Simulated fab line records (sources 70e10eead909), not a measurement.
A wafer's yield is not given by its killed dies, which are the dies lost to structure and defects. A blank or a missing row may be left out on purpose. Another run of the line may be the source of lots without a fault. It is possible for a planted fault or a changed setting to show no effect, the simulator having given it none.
Struck lot and sound lot, side by side :: flow nandHarc :: 15 steps out of a route of 1159
Sound: the wafers L473.2, L473.5, L473.6. Struck: wafers L484.1, L484.4, L484.5. At the end, the cause is stated.
Per side, at each step with rows, come the tool, then ch with its chambers, and then its first start. Under that, the readings that differ: sound wafers :: struck wafers :: difference of the means :: sigmas: that difference in standard deviations of wafers without a fault.
alike: words and numbers the same on both sides, and readings whose means are apart by under 2 such deviations; not compared: readings that were withheld, readings missing a value for some wafer, numbers with overlapping values and no deviation given by the record, and bounds like >300 which may hide the same value.
A row with sigmas, a row that says differs or no value, or rows on one side alone: a step with any of these is where the two part. Numbers that have no deviation but don't overlap get no sigmas and don't part them. A reading that every wafer of one side lacks parts them only if that side has two wafers or more.

first, 2 steps without rows for these wafers: NHARC_P_STI_SRD_39; NHARC_P_STI_OXIDE_40 (material SiO2, target thk 10 nm, ox time 1362 s).
NHARC_P_STI_INSPECT_25:
  struck on defectInspect-02, day 6 07:04; sound on defectInspect-01, day 3 20:02
  alike: rawDefectCount
then, 9 steps without rows for these wafers: NHARC_P_GATE_ETCH_69 (etches SiO2 in dHF, target depth 14 nm); NHARC_P_GATE_PRECLEAN_70 (cleans in SC1); NHARC_P_GATE_SRD_01; NHARC_P_GATE_OXIDE_02 (material SiO2, target thk 37.5 nm, ox time 365 s); NHARC_P_GATE_DEHYDRATE_03 (time 120 s); NHARC_P_GATE_HMDS_04 (time 30 s); NHARC_P_GATE_COAT_05; NHARC_P_GATE_SOFTBAKE_06 (time 95 s); NHARC_P_GATE_EBR_07.
NHARC_P_GATE_EXPOSE_08: exposes mask P HV.
  sound on krfScanner-01 ch 0, day 4 03:50; struck on krfScanner-01 ch 0, day 6 16:35
reading: exposureDoseMJCm2
sound: 16.769 16.753 16.758
struck: 14.473 14.473 14.459
difference: -2.292
sigmas: -99 or more
  alike: mask
then, 1 step without rows for these wafers: NHARC_P_GATE_PEB_09 (peb time 85 s).
-- break in the record here, with 15 days between the starts of the struck wafers on either side (left off in module P_GATE, picked up again in module END, where the first step shown is number 1159 on the route) --
NHARC_END_SORT_01:
  the record has rows for the struck wafers here (prober-01 ch 0, day 22 02:04) and none for the sound ones

## WHERE THEY PART
Earliest at NHARC_P_GATE_EXPOSE_08; latest, in this record, at NHARC_END_SORT_01.

WHY: the cause the simulator had injected
Process parameters drifting: krfScanner-01 at NHARC_P_GATE_EXPOSE_08, beginning at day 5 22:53. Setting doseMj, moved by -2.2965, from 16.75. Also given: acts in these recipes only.
